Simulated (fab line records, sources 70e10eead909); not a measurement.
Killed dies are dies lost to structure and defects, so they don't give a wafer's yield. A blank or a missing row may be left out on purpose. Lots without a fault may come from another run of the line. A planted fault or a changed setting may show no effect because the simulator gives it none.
fab line records | flow nand_harc
record lots=24 wafers=72 last_day=34
route steps=1302 shown P_CONTACT@234 P_M0@266 P_M1@305
lots that met no fault: from a run of the same line without faults
start_h: hours from the record's first day to the start of the lot's first wafer shown | wait_h: hours since the lot's step before | " the same as in the row above | L1.1+2: a row that stands for several wafers | - no value, or no start given | * or withheld: withheld | < > ~ a bound
route shown NAME@n: a module of which the file shows steps, and the number in the route of the first | usual: mean/standard deviation of fault-free wafers | same: alike in all rows | chamber/n: place in a boat | sites: the reading at each site | _std_site: their standard deviation | _edge_site: outer sites' mean less inner sites' | radius_mm: how far each site lies from the wafer's centre | mask NAME#n: copy n | behind: the tool/chamber that last shaped the wafer | hold: why the lot was held/for how many hours/how that ended | device: the transistor (n, p or np) that didn't switch | end of line: the same wafers' tests at the end of the route | a step without rows: its recipe alone | killed: dies lost to structure and defects at the first sort, not the wafer's yield | map: a wafer's dies, x killed, . not, _ none there
set.NAME: the setting as run; set.NAME@STEP: as run at that earlier step | model.NAME: the simulator's own value behind a step, which no gauge read
steps of the route over a sample of lots; a table a step, a row a wafer
services: from which hour (start_h, from the record's first day; less than 0 if before it) a tool's chamber was out of use, for how many hours, and why
## steps
# step NHARC_P_CONTACT_INSPECT_14
# usual raw_defect_count=3.5/2.2
# columns lot.wafer tool chamber start_h wait_h raw_defect_count
L074.1 defect_inspect-01 - 122.33 0.0 3
L074.2 " - " " 0
L074.3 " - " " 5
L075.1 defect_inspect-02 - 140.07 0.0 4
L075.2 " - " " 5
L075.4 " - " " 3
L076.3 defect_inspect-02 - 141.87 0.0 7
L076.5 " - " " 1
L076.6 " - " " 6
L077.1 defect_inspect-02 - 147.60 0.0 2
L077.2 " - " " 4
L077.3 " - " " 2
L078.1 defect_inspect-02 - 154.46 0.0 0
L078.4 " - " " 1
L078.5 " - " " 3
L079.4 defect_inspect-02 - 167.12 0.0 2
L079.5 " - " " 1
L079.6 " - " " 0
L080.1 defect_inspect-01 - 176.27 0.0 5
L080.2 " - " " 5
L080.4 " - " " 3
L081.2 defect_inspect-02 - 192.79 0.0 7
L081.3 " - " " 6
L081.6 " - " " 8
L082.2 defect_inspect-01 - 192.95 0.0 3
L082.5 " - " " 0
L082.6 " - " " 5
L083.2 defect_inspect-01 - 218.34 0.0 2
L083.4 " - " " 3
L083.5 " - " " 4
L084.2 defect_inspect-02 - 220.60 0.0 3
L084.4 " - " " 6
L084.6 " - " " 2
L085.2 defect_inspect-01 - 227.29 0.0 3
L085.3 " - " " 4
L085.4 " - " " 1
L086.2 defect_inspect-02 - 241.81 0.0 5
L086.3 " - " " 0
L086.5 " - " " 2
L087.2 defect_inspect-02 - 242.10 0.0 2
L087.3 " - " " 5
L087.4 " - " " 5
L088.2 defect_inspect-02 - 265.48 0.0 8
L088.3 " - " " 7
L088.6 " - " " 8
L089.1 defect_inspect-02 - 267.38 0.0 1
L089.2 " - " " 1
L089.4 " - " " 2
L090.2 defect_inspect-01 - 284.11 0.0 5
L090.3 " - " " 2
L090.6 " - " " 7
L091.1 defect_inspect-01 - 288.43 0.0 4
L091.3 " - " " 3
L091.4 " - " " 4
L092.1 defect_inspect-02 - 296.44 0.0 4
L092.5 " - " " 3
L092.6 " - " " 1
L093.1 defect_inspect-01 - 314.30 0.0 3
L093.3 " - " " 3
L093.5 " - " " 5
L094.3 defect_inspect-01 - 322.25 0.0 0
L094.4 " - " " 4
L094.5 " - " " 2
L096.3 defect_inspect-01 - 335.94 0.0 3
L096.4 " - " " 2
L096.5 " - " " 1
L095.1 defect_inspect-01 - 336.83 0.0 5
L095.4 " - " " 4
L095.5 " - " " 7
L097.1 defect_inspect-01 - 346.11 0.0 7
L097.4 " - " " 3
L097.5 " - " " 5
# step NHARC_P_CONTACT_ETCH_36
# recipe target_depth_a=2600 over_etch_frac=0.25 time_s=406.25 ion_energy_ev=200 n2_flow_sccm=150 h2_flow_sccm=150 ar_flow_sccm=0 rf_w=400 bias_w=150 chemistry=N2/H2
# usual chamber_pressure_mTorr=30.001/0.028 drypump_motor_current_A=5.6/0.43 oes_product_au=1.002/0.0061 rf_vpp_V=431/3.2 showerhead_plenum_p_Torr=2.04/0.11 throttle_valve_pct=14.172/0.0089
# columns lot.wafer tool chamber start_h wait_h chamber_pressure_mTorr drypump_motor_current_A oes_product_au rf_hours_counter_h rf_vpp_V showerhead_plenum_p_Torr throttle_valve_pct
L074.2 rie_diel-02 1 - - 29.944 4.9 1.006 1.6 430 2.05 14.164
L074.3 " 3 " " 30.037 6.5 1.010 1.8 432 2.07 14.150
L074.1 " 0 " " 29.998 5.4 1.014 1.8 430 2.01 14.178
L075.1 rie_diel-11 2 - - 30.026 5.4 0.987 1.8 434 2.17 14.157
L075.4 " 3 " " 30.026 5.7 1.007 1.7 435 2.20 14.183
L075.2 " 1 " " 29.956 6.2 1.012 2.1 433 2.08 14.178
L076.3 rie_diel-12 0 - - 30.019 5.2 1.005 1.8 425 1.89 14.159
L076.6 " 2 " " 29.972 5.8 1.011 - 427 1.94 14.193
L076.5 " 3 " " 30.015 5.9 1.006 - 428 1.95 14.150
L077.1 rie_diel-12 0 - - 30.020 5.2 1.002 2.1 426 1.89 14.192
L077.2 " 2 " " 30.061 5.9 1.006 2.0 427 1.94 14.162
L077.3 " 3 " " 30.003 5.9 0.999 2.1 428 1.95 14.183
L078.4 rie_diel-11 3 - - 30.006 5.7 1.003 2.3 436 2.20 14.174
L078.1 " 1 " " 30.045 6.2 1.015 2.5 433 2.08 14.171
L078.5 " 3 " " 30.001 5.7 0.996 - 435 2.20 14.174
L079.4 rie_diel-11 2 - - 29.933 5.4 0.995 2.7 433 2.17 14.169
L079.5 " 0 " " 30.004 5.7 0.995 - 430 2.00 14.179
L079.6 " 1 " " 29.977 6.2 0.998 - 432 2.08 14.161
L080.4 rie_diel-11 2 - - 30.024 5.4 1.008 3.2 434 2.17 14.164
L080.1 " 3 " " 30.063 5.7 0.999 3.2 436 2.20 14.167
L080.2 " 0 " " 30.003 5.7 1.002 3.6 431 2.00 14.162
L081.2 rie_diel-12 2 - - 29.993 5.9 1.002 5.0 428 1.94 14.184
L081.3 " 3 " " 29.980 5.9 0.998 5.4 428 1.95 14.188
L081.6 " 0 " " 29.981 5.1 0.991 - 427 1.89 14.179
L082.2 rie_diel-12 2 - - 29.982 5.8 1.006 5.3 428 1.94 14.158
L082.5 " 2 " " 30.023 5.8 0.999 - 427 1.94 14.159
L082.6 " 3 " " 29.980 5.9 1.005 - 427 1.95 14.176
L083.2 rie_diel-11 3 - - 30.001 5.7 1.002 3.9 434 2.20 14.172
L083.4 " 0 " " 29.956 5.7 0.999 4.3 428 2.00 14.169
L083.5 " 3 " " 29.970 5.7 1.006 - 437 2.20 14.167
L084.2 rie_diel-12 2 - - 29.983 5.8 1.003 7.6 430 1.94 14.179
L084.6 " 0 " " 30.030 5.2 1.007 - 425 1.89 14.170
L084.4 " 2 " " 30.025 5.9 1.006 - 427 1.94 14.173
L085.3 rie_diel-02 2 - - 29.955 5.3 0.991 0.1 434 2.15 14.167
L085.4 " 0 " " 29.971 5.4 1.005 0.1 429 2.01 14.183
L085.2 " 1 " " 30.009 4.9 1.002 0.1 432 2.05 14.173
L086.3 rie_diel-02 3 - - 30.004 6.5 1.012 0.7 431 2.07 14.166
L086.2 " 1 " " 29.987 4.9 0.998 0.6 431 2.05 14.176
L086.5 " 2 " " 29.999 5.3 0.997 - 435 2.15 14.177
L087.3 rie_diel-11 2 - - 29.984 5.4 1.005 4.9 433 2.17 14.173
L087.2 " 3 " " 30.013 5.7 0.998 4.7 435 2.20 14.145
L087.4 " 3 " " 30.003 5.7 1.000 - 435 2.20 14.167
L088.3 rie_diel-12 3 - - 29.970 5.9 1.006 10.2 427 1.94 14.178
L088.2 " 1 " " 29.953 5.3 1.010 3.8 434 2.19 14.186
L088.6 " 3 " " 30.008 5.9 1.006 - 426 1.94 14.170
L089.1 rie_diel-11 2 - - 29.966 5.4 1.003 0.2 435 2.17 14.173
L089.4 " 0 " " 30.070 5.7 1.001 0.1 429 2.00 14.186
L089.2 " 1 " " 30.024 6.2 0.993 0.1 432 2.08 14.169
L090.3 rie_diel-12 2 - - 30.016 5.9 0.998 0.5 428 1.94 14.190
L090.2 " 3 " " 30.016 5.9 0.993 0.4 428 1.94 14.165
L090.6 " 1 " " 30.050 5.3 0.999 - 435 2.19 14.182
L091.3 rie_diel-12 3 - - 30.018 5.9 1.012 0.9 427 1.94 14.165
L091.4 " 0 " " 29.953 5.2 0.998 1.0 428 1.89 14.158
L091.1 " 1 " " 30.028 5.3 0.994 1.0 435 2.19 14.160
L092.1 rie_diel-02 1 - - 30.020 4.9 1.006 1.9 432 2.05 14.187
L092.5 " 0 " " 30.060 5.4 1.008 - 430 2.01 14.178
L092.6 " 1 " " 30.002 4.9 1.001 - 432 2.05 14.175
L093.1 rie_diel-11 3 - - 29.947 5.7 0.996 1.1 435 2.20 14.184
L093.3 " 0 " " 29.992 5.7 0.996 0.9 429 2.00 14.177
L093.5 " 2 " " 30.012 5.4 1.008 - 433 2.17 14.170
L094.4 rie_diel-12 3 - - 30.005 5.9 1.008 3.0 426 1.94 14.172
L094.3 " 2 " " 30.043 5.8 1.004 2.7 428 1.93 14.158
L094.5 " 3 " " 30.026 5.9 1.002 - 428 1.94 14.169
L096.3 rie_diel-02 3 - - 30.046 6.5 0.998 3.4 433 2.07 14.169
L096.4 " 0 " " 30.021 5.4 1.010 2.5 430 2.01 14.168
L096.5 " 0 " " 30.020 5.4 1.010 - 431 2.01 14.182
L095.4 rie_diel-12 1 - - 29.977 5.3 1.005 3.8 435 2.18 14.168
L095.1 " 3 " " 29.996 5.9 1.002 4.2 428 1.94 14.155
L095.5 " 1 " " 30.001 5.3 0.990 - 435 2.18 14.168
L097.1 rie_diel-02 3 - - 30.016 6.6 1.000 4.0 432 2.07 14.181
L097.4 " 0 " " 30.054 5.4 1.001 3.1 429 2.01 14.180
L097.5 " 1 " " 30.027 4.8 0.999 - 432 2.05 14.177
# step NHARC_P_CONTACT_STRIP_28
# recipe o2_flow_sccm=500 ar_flow_sccm=0 bias_w=0 chemistry=O2
# usual chamber_pressure_mTorr=60.01/0.056 drypump_motor_current_A=5.6/0.46 oes_product_au=1.001/0.0067 rf_vpp_V=57.9/0.89 showerhead_plenum_p_Torr=3.52/0.15 throttle_valve_pct=17.035/0.0097
# columns lot.wafer tool chamber start_h wait_h chamber_pressure_mTorr drypump_motor_current_A oes_product_au rf_hours_counter_h rf_vpp_V showerhead_plenum_p_Torr throttle_valve_pct
L074.3 rie_diel-11 0 123.34 0.1 59.92 5.7 0.997 1.6 56.8 3.46 17.046
L074.2 " 1 " " 60.08 6.2 1.001 1.8 59.4 3.60 17.034
L074.1 " 3 " " 60.03 5.7 1.001 1.4 58.1 3.78 17.032
L075.4 rie_diel-02 1 141.07 0.1 59.94 4.9 0.993 2.3 57.5 3.55 17.024
L075.1 " 2 " " 60.04 5.4 0.993 2.2 58.6 3.70 17.041
L075.2 " 0 " " 59.97 5.4 0.993 2.3 58.4 3.49 17.037
L076.3 rie_diel-11 1 142.92 0.1 60.02 6.3 0.987 2.2 58.4 3.60 17.050
L076.6 " 3 " " 59.99 5.7 0.984 - 59.5 3.78 17.033
L076.5 " 0 " " 59.94 5.7 1.009 - 58.6 3.46 17.030
L077.1 rie_diel-02 1 148.75 0.1 60.05 4.9 0.992 2.4 57.3 3.55 17.043
L077.3 " 2 " " 59.92 5.4 0.999 2.3 58.1 3.70 17.031
L077.2 " 3 " " 60.00 6.6 0.999 2.4 57.3 3.58 17.031
L078.4 rie_diel-12 2 155.49 0.1 59.98 5.9 1.002 2.8 58.0 3.37 17.044
L078.1 " 3 " " 59.91 5.9 1.006 3.1 56.7 3.38 17.024
L078.5 " 0 " " 60.00 5.2 1.016 - 56.8 3.30 17.034
L079.6 rie_diel-12 0 168.19 0.1 59.97 5.2 1.011 - 55.9 3.30 17.040
L079.4 " 2 " " 59.97 5.9 1.006 - 57.2 3.37 17.032
L079.5 " 3 " " 60.08 5.9 1.003 - 55.8 3.38 17.047
L080.1 rie_diel-12 2 177.27 0.1 59.93 5.8 1.005 3.9 57.9 3.37 17.030
L080.2 " 0 " " 60.08 5.2 1.016 4.3 58.7 3.30 17.055
L080.4 " 0 " " 60.10 5.2 1.004 - 56.7 3.30 17.027
L081.2 rie_diel-11 3 194.24 0.1 59.97 5.7 1.002 3.4 58.4 3.78 17.026
L081.3 " 1 " " 59.92 6.2 1.010 4.0 58.4 3.60 17.023
L081.6 " 0 " " 59.96 5.7 1.003 - 56.6 3.46 17.051
L082.2 rie_diel-02 3 194.37 0.1 60.01 6.6 0.993 3.2 58.0 3.58 17.030
L082.6 " 3 " " 60.06 6.6 0.995 - 56.3 3.58 17.029
L082.5 " 0 " " 60.05 5.4 0.994 - 58.0 3.48 17.044
L083.2 rie_diel-12 0 219.39 0.1 60.02 5.2 1.004 7.8 58.4 3.30 17.038
L083.5 " 2 " " 59.96 5.8 1.014 - 57.3 3.37 17.029
L083.4 " 3 " " 59.91 5.8 1.009 - 58.1 3.38 17.025
L084.2 rie_diel-12 3 221.80 0.1 59.99 5.9 0.995 8.4 57.8 3.38 17.041
L084.6 " 2 " " 60.06 5.9 1.010 - 57.7 3.37 17.028
L084.4 " 3 " " 59.95 5.9 1.001 - 57.9 3.38 17.041
L085.3 rie_diel-12 0 228.30 0.1 60.05 5.2 1.010 8.5 56.0 3.30 17.042
L085.2 " 3 " " 59.97 5.9 1.013 8.6 58.2 3.38 17.025
L085.4 " 3 " " 60.05 5.9 1.003 - 57.5 3.38 17.018
L086.2 rie_diel-12 1 242.84 0.1 60.08 5.3 1.006 2.9 57.0 3.76 17.041
L086.3 " 3 " " 60.02 5.9 1.000 9.0 57.6 3.38 17.041
L086.5 " 0 " " 60.04 5.2 1.008 - 58.7 3.30 17.039
L087.4 rie_diel-02 0 243.19 0.1 60.03 5.4 1.003 0.9 57.9 3.48 17.030
L087.2 " 2 " " 60.07 5.4 0.995 1.0 58.4 3.70 17.036
L087.3 " 3 " " 60.05 6.6 0.999 1.1 57.4 3.58 17.031
L088.2 rie_diel-12 2 266.50 0.1 59.93 5.9 0.993 9.7 56.3 3.36 17.027
L088.3 " 3 " " 60.02 5.9 0.998 10.5 57.3 3.38 17.024
L088.6 " 2 " " 59.96 5.9 1.007 - 58.7 3.36 17.038
L089.2 rie_diel-11 3 268.40 0.1 59.99 5.7 1.000 0.5 59.8 3.78 17.025
L089.1 " 0 " " 60.09 5.7 1.000 0.3 58.4 3.46 17.058
L089.4 " 2 " " 60.02 5.4 1.014 0.5 57.9 3.73 17.033
L090.3 rie_diel-11 2 285.15 0.1 59.99 5.4 1.002 0.6 56.9 3.73 17.031
L090.2 " 3 " " 60.09 5.7 0.997 0.6 58.2 3.78 17.016
L090.6 " 0 " " 60.00 5.7 1.008 - 56.7 3.46 17.045
L091.3 rie_diel-02 1 289.44 0.1 59.94 4.9 1.000 1.8 58.5 3.55 17.038
L091.4 " 2 " " 59.99 5.3 1.010 2.0 58.0 3.70 17.017
L091.1 " 3 " " 60.09 6.6 1.012 2.2 58.8 3.58 17.034
L092.1 rie_diel-11 3 297.49 0.1 59.99 5.7 0.999 0.8 59.2 3.78 17.031
L092.5 " 0 " " 59.98 5.7 1.000 - 57.9 3.46 17.042
L092.6 " 1 " " 60.00 6.2 1.010 - 58.5 3.59 17.040
L093.1 rie_diel-02 0 315.31 0.1 60.03 5.4 0.996 2.1 57.3 3.48 17.022
L093.3 " 3 " " 59.97 6.6 1.002 2.8 57.3 3.58 17.037
L093.5 " 0 " " 60.01 5.4 1.003 - 58.7 3.48 17.037
L094.4 rie_diel-12 0 323.28 0.1 60.10 5.2 1.008 3.4 56.9 3.29 17.035
L094.3 " 1 " " 59.97 5.3 0.993 2.9 59.2 3.76 17.034
L094.5 " 3 " " 60.04 5.9 1.001 - 57.7 3.38 17.032
L096.3 rie_diel-02 0 336.96 0.1 60.04 5.4 0.995 2.8 56.3 3.48 17.035
L096.4 " 1 " " 60.05 4.9 0.984 3.2 56.9 3.55 17.044
L096.5 " 3 " " 59.99 6.6 0.991 - 58.5 3.58 17.034
L095.4 rie_diel-02 2 337.83 0.1 60.13 5.4 1.004 3.6 57.5 3.70 17.037
L095.1 " 0 " " 59.93 5.4 1.006 2.9 57.4 3.48 17.036
L095.5 " 2 " " 60.01 5.3 0.995 - 59.1 3.70 17.025
L097.4 rie_diel-02 1 347.12 0.1 60.02 4.9 0.997 3.7 59.1 3.55 17.029
L097.1 " 3 " " 59.98 6.6 0.995 4.3 57.2 3.58 17.031
L097.5 " 2 " " 59.88 5.3 0.997 - 59.9 3.70 17.023
# step NHARC_P_M0_DESCUM_14
# recipe time_s=3 o2_flow_sccm=200 ar_flow_sccm=0 bias_power_w=0 chemistry=O2
# usual chamber_pressure_mTorr=60.00/0.052 drypump_motor_current_A=5.7/0.42 oes_product_au=1.001/0.007 rf_vpp_V=57.7/0.99 showerhead_plenum_p_Torr=1.87/0.089 throttle_valve_pct=11.310/0.0094
# columns lot.wafer tool chamber start_h wait_h chamber_pressure_mTorr drypump_motor_current_A oes_product_au rf_hours_counter_h rf_vpp_V showerhead_plenum_p_Torr throttle_valve_pct
L074.3 rie_diel-01 1 126.56 0.1 59.94 5.4 0.997 31 56.6 1.89 11.308
L074.1 " 3 " " 59.98 5.9 1.003 23 57.5 1.77 11.313
L074.2 " 0 " " 59.95 5.7 1.017 27 58.0 1.87 11.303
L075.2 rie_diel-05 2 144.30 0.1 60.08 5.8 0.996 16 56.5 1.83 11.315
L075.4 " 3 " " 60.04 5.2 0.991 15 56.2 1.77 11.311
L075.1 " 0 " " 60.03 6.0 1.000 12 58.4 1.91 11.302
L076.3 rie_diel-05 3 146.12 0.1 60.03 5.2 0.999 15 56.5 1.77 11.309
L076.6 " 0 " " 60.00 6.0 1.002 - 57.6 1.92 11.311
L076.5 " 1 " " 59.97 5.1 1.008 - 57.2 2.05 11.303
L077.3 rie_diel-04 0 151.87 0.1 60.02 6.2 0.997 43 56.0 1.84 11.299
L077.1 " 1 " " 59.98 6.3 0.991 50 57.6 1.88 11.319
L077.2 " 2 " " 59.92 6.3 0.993 47 58.4 1.99 11.320
L078.4 rie_diel-05 3 158.60 0.1 59.96 5.2 1.010 16 56.8 1.77 11.307
L078.1 " 0 " " 60.01 6.0 1.004 13 59.7 1.91 11.313
L078.5 " 0 " " 59.94 6.0 1.006 - 57.2 1.91 11.309
L079.4 rie_diel-04 1 171.26 0.1 60.09 6.3 1.001 60 57.4 1.87 11.301
L079.5 " 0 " " 60.02 6.2 1.008 - 57.8 1.84 11.299
L079.6 " 1 " " 59.98 6.3 1.004 - 58.2 1.87 11.321
L080.2 rie_diel-01 1 180.52 0.1 60.04 5.4 1.001 47 59.8 1.89 11.325
L080.1 " 2 " " 59.97 6.1 1.013 43 57.3 1.79 11.322
L080.4 " 3 " " 60.03 5.9 1.006 42 58.0 1.76 11.305
L081.3 rie_diel-01 1 197.49 0.1 59.97 5.4 0.994 54 58.5 1.89 11.314
L081.2 " 2 " " 59.97 6.1 1.001 50 57.0 1.79 11.321
L081.6 " 1 " " 60.01 5.4 0.997 - 58.1 1.89 11.325
L082.2 rie_diel-01 2 198.20 0.1 60.09 6.1 1.001 50 57.5 1.79 11.328
L082.6 " 3 " " 59.88 6.0 1.005 - 57.4 1.76 11.314
L082.5 " 0 " " 60.02 5.6 1.016 - 57.8 1.86 11.292
L083.4 rie_diel-05 2 222.61 0.1 60.00 5.8 1.003 27 56.4 1.82 11.302
L083.2 " 0 " " 60.00 6.0 1.005 24 58.2 1.91 11.314
L083.5 " 2 " " 59.96 5.8 1.000 - 56.8 1.82 11.312
L084.2 rie_diel-05 3 225.01 0.1 60.08 5.2 0.993 26 57.8 1.77 11.325
L084.4 " 0 " " 60.01 6.1 0.997 25 58.3 1.91 11.299
L084.6 " 3 " " 59.98 5.2 0.997 - 57.2 1.77 11.307
L085.4 rie_diel-04 2 231.68 0.1 59.99 6.3 0.990 12 59.5 1.98 11.313
L085.2 " 3 " " 60.00 5.5 1.005 15 56.6 1.77 11.296
L085.3 " 0 " " 59.96 6.2 0.995 16 58.1 1.84 11.302
L086.2 rie_diel-05 3 246.04 0.1 59.95 5.2 0.997 0 57.1 1.77 11.325
L086.3 " 1 " " 59.97 5.1 0.991 0 59.8 2.04 11.321
L086.5 " 2 " " 60.03 5.9 1.010 - 58.3 1.82 11.313
L087.4 rie_diel-04 2 246.54 0.1 60.04 6.3 1.000 15 58.4 1.98 11.313
L087.2 " 0 " " 59.93 6.2 0.997 21 59.4 1.83 11.320
L087.3 " 1 " " 60.07 6.3 1.002 17 58.5 1.87 11.313
L088.2 rie_diel-05 3 269.87 0.1 60.01 5.2 1.017 2 57.5 1.77 11.298
L088.3 " 2 " " 60.00 5.8 1.007 3 56.6 1.82 11.329
L088.6 " 0 " " 60.07 6.0 1.008 - 58.3 1.91 11.301
L089.1 rie_diel-01 1 271.68 0.1 60.02 5.4 0.992 21 56.2 1.88 11.306
L089.2 " 2 " " 60.06 6.1 0.991 21 56.4 1.78 11.316
L089.4 " 3 " " 60.04 6.0 0.999 22 58.9 2.07 11.293
L090.2 rie_diel-04 3 288.88 0.1 60.06 5.5 1.002 34 57.4 1.77 11.314
L090.3 " 2 " " 60.03 6.3 0.991 29 57.8 1.98 11.295
L090.6 " 3 " " 60.04 5.4 1.009 - 56.7 1.77 11.294
L091.4 rie_diel-05 0 293.06 0.1 59.87 6.0 1.004 6 57.8 1.91 11.297
L091.3 " 2 " " 60.01 5.9 1.009 8 58.0 1.82 11.321
L091.1 " 3 " " 59.95 5.2 1.012 6 56.5 1.77 11.323
L092.1 rie_diel-05 0 300.64 0.1 59.95 6.0 0.997 8 57.5 1.91 11.327
L092.5 " 2 " " 59.98 5.8 1.011 - 58.7 1.82 11.313
L092.6 " 3 " " 60.07 5.2 1.007 - 56.6 1.77 11.315
L093.1 rie_diel-05 3 318.57 0.1 60.05 5.2 0.991 10 57.2 1.77 11.308
L093.3 " 1 " " 60.00 5.1 1.000 10 57.6 2.04 11.305
L093.5 " 2 " " 59.93 5.9 1.002 - 57.2 1.82 11.301
L094.3 rie_diel-01 2 326.50 0.1 60.08 6.1 1.001 40 57.9 1.78 11.321
L094.4 " 0 " " 59.97 5.7 0.991 - 57.3 1.85 11.319
L094.5 " 1 " " 60.01 5.4 1.008 - 58.4 1.87 11.309
L096.4 rie_diel-04 1 340.09 0.1 60.06 6.3 0.999 46 57.8 1.86 11.316
L096.3 " 2 " " 59.91 6.3 0.993 42 57.5 1.97 11.319
L096.5 " 0 " " 60.02 6.2 0.998 - 57.1 1.82 11.316
L095.4 rie_diel-05 1 341.09 0.1 59.96 5.1 0.999 15 57.4 2.04 11.306
L095.1 " 2 " " 60.00 5.8 0.992 16 58.0 1.82 11.306
L095.5 " 0 " " 60.03 6.0 0.995 - 58.2 1.91 11.302
L097.1 rie_diel-05 0 350.25 0.1 60.08 6.0 0.997 16 57.1 1.91 11.293
L097.4 " 2 " " 59.88 5.8 1.000 17 57.5 1.82 11.310
L097.5 " 0 " " 60.13 6.0 0.991 - 55.9 1.91 11.304
# step NHARC_P_M1_DEGAS_29
# recipe temp_c=250 time_s=60
# usual heater_power_w=332/35
# columns lot.wafer tool chamber start_h wait_h heater_power_w
L074.1 pvd_sputter-01 - 131.66 - 287
L074.2 " - " " 295
L074.3 " - " " 338
L075.1 pvd_sputter-02 - 149.41 - 355
L075.4 " - " " 353
L075.2 " - " " 291
L076.3 pvd_sputter-02 - 151.15 - 368
L076.5 " - " " 344
L076.6 " - " " 361
L077.1 pvd_sputter-03 - 157.14 - 318
L077.3 " - " " 349
L077.2 " - " " 314
L078.4 pvd_sputter-02 - 163.67 - 355
L078.1 " - " " 350
L078.5 " - " " 365
L079.4 pvd_sputter-02 - 176.33 - 366
L079.6 " - " " 304
L079.5 " - " " 354
L080.4 pvd_sputter-02 - 185.50 - 347
L080.2 " - " " 346
L080.1 " - " " 374
L081.2 pvd_sputter-03 - 202.57 - 325
L081.3 " - " " 351
L081.6 " - " " 298
L082.2 pvd_sputter-01 - 203.24 - 296
L082.5 " - " " 298
L082.6 " - " " 411
L083.2 pvd_sputter-02 - 227.71 - 362
L083.4 " - " " 310
L083.5 " - " " 369
L084.4 pvd_sputter-03 - 230.17 - 346
L084.2 " - " " 304
L084.6 " - " " 339
L085.3 pvd_sputter-03 - 237.02 - 318
L085.4 " - " " 335
L085.2 " - " " 306
L086.3 pvd_sputter-02 - 251.15 - 331
L086.2 " - " " 301
L086.5 " - " " 369
L087.3 pvd_sputter-01 - 251.60 - 296
L087.4 " - " " 354
L087.2 " - " " 296
L088.2 pvd_sputter-03 - 274.96 - 336
L088.3 " - " " 344
L088.6 " - " " 308
L089.2 pvd_sputter-03 - 276.70 - 323
L089.4 " - " " 350
L089.1 " - " " 308
L090.3 pvd_sputter-03 - 294.10 - 304
L090.2 " - " " 351
L090.6 " - " " 308
L091.4 pvd_sputter-01 - 298.21 - 305
L091.1 " - " " 412
L091.3 " - " " 347
L092.1 pvd_sputter-01 - 305.71 - 408
L092.6 " - " " 345
L092.5 " - " " 293
L093.3 pvd_sputter-01 - 323.71 - 354
L093.1 " - " " 289
L093.5 " - " " 344
L094.4 pvd_sputter-01 - 331.64 - 420
L094.3 " - " " 292
L094.5 " - " " 296
L096.3 pvd_sputter-01 - 345.48 - 422
L096.4 " - " " 350
L096.5 " - " " 293
L095.4 pvd_sputter-02 - 346.20 - 351
L095.1 " - " " 324
L095.5 " - " " 351
L097.1 pvd_sputter-01 - 355.99 - 430
L097.4 " - " " 348
L097.5 " - " " 289
# step NHARC_P_M1_PRE_CLEAN_30
# recipe time_s=30 temp_c=280 gas=H2/He
# usual heater_power_w=412/44
# columns lot.wafer tool chamber start_h wait_h heater_power_w
L074.2 pvd_sputter-01 - - - 364
L074.3 " - " " 420
L074.1 " - " " 342
L075.4 pvd_sputter-02 - - - 425
L075.2 " - " " 445
L075.1 " - " " 374
L076.3 pvd_sputter-02 - - - 426
L076.5 " - " " 443
L076.6 " - " " 432
L077.2 pvd_sputter-03 - - - 390
L077.1 " - " " 398
L077.3 " - " " 426
L078.4 pvd_sputter-02 - - - 426
L078.1 " - " " 382
L078.5 " - " " 429
L079.4 pvd_sputter-02 - - - 421
L079.5 " - " " 442
L079.6 " - " " 378
L080.1 pvd_sputter-02 - - - 379
L080.4 " - " " 423
L080.2 " - " " 451
L081.2 pvd_sputter-03 - - - 403
L081.3 " - " " 376
L081.6 " - " " 376
L082.2 pvd_sputter-01 - - - 363
L082.6 " - " " 376
L082.5 " - " " 495
L083.4 pvd_sputter-02 - - - 364
L083.2 " - " " 428
L083.5 " - " " 430
L084.2 pvd_sputter-03 - - - 384
L084.4 " - " " 398
L084.6 " - " " 438
L085.4 pvd_sputter-03 - - - 375
L085.2 " - " " 382
L085.3 " - " " 439
L086.2 pvd_sputter-02 - - - 430
L086.3 " - " " 368
L086.5 " - " " 454
L087.2 pvd_sputter-01 - - - 518
L087.3 " - " " 412
L087.4 " - " " 367
L088.2 pvd_sputter-03 - - - 431
L088.3 " - " " 383
L088.6 " - " " 420
L089.4 pvd_sputter-03 - - - 399
L089.2 " - " " 379
L089.1 " - " " 375
L090.3 pvd_sputter-03 - - - 389
L090.2 " - " " 374
L090.6 " - " " 377
L091.3 pvd_sputter-01 - - - 428
L091.1 " - " " 362
L091.4 " - " " 506
L092.1 pvd_sputter-01 - - - 500
L092.5 " - " " 359
L092.6 " - " " 501
L093.1 pvd_sputter-01 - - - 375
L093.3 " - " " 359
L093.5 " - " " 431
L094.3 pvd_sputter-01 - - - 347
L094.4 " - " " 369
L094.5 " - " " 514
L096.3 pvd_sputter-01 - - - 357
L096.4 " - " " 496
L096.5 " - " " 356
L095.4 pvd_sputter-02 - - - 442
L095.1 " - " " 415
L095.5 " - " " 383
L097.4 pvd_sputter-01 - - - 412
L097.1 " - " " 362
L097.5 " - " " 515
## services
# columns tool chamber start_h hours kind
pvd_sputter-02 - 104.08 10.0 pm
pvd_sputter-02 - 123.00 1.9 repair
rie_diel-12 1 143.56 7.6 repair
rie_diel-11 - 149.04 0.3 repair
rie_diel-12 1 165.33 30.3 repair
pvd_sputter-03 - 170.91 10.0 pm
rie_diel-02 2 174.18 7.8 repair
rie_diel-12 1 209.77 32.7 repair
rie_diel-02 - 216.70 9.0 pm
pvd_sputter-03 - 217.20 2.5 repair
rie_diel-11 3 222.81 7.6 repair
pvd_sputter-01 - 226.00 10.0 pm
rie_diel-11 0 228.35 14.2 repair
rie_diel-02 0 247.03 18.9 repair
rie_diel-11 - 255.50 9.0 pm
rie_diel-12 - 268.42 9.0 pm
pvd_sputter-02 - 276.17 1.2 repair
rie_diel-02 3 276.56 3.8 repair
pvd_sputter-02 - 282.08 10.0 pm
rie_diel-11 1 291.24 4.1 repair
pvd_sputter-02 - 292.59 1.7 repair
pvd_sputter-03 - 312.77 0.8 repair
pvd_sputter-02 - 317.60 2.1 repair
pvd_sputter-01 - 350.29 4.9 repair
## key
fault none
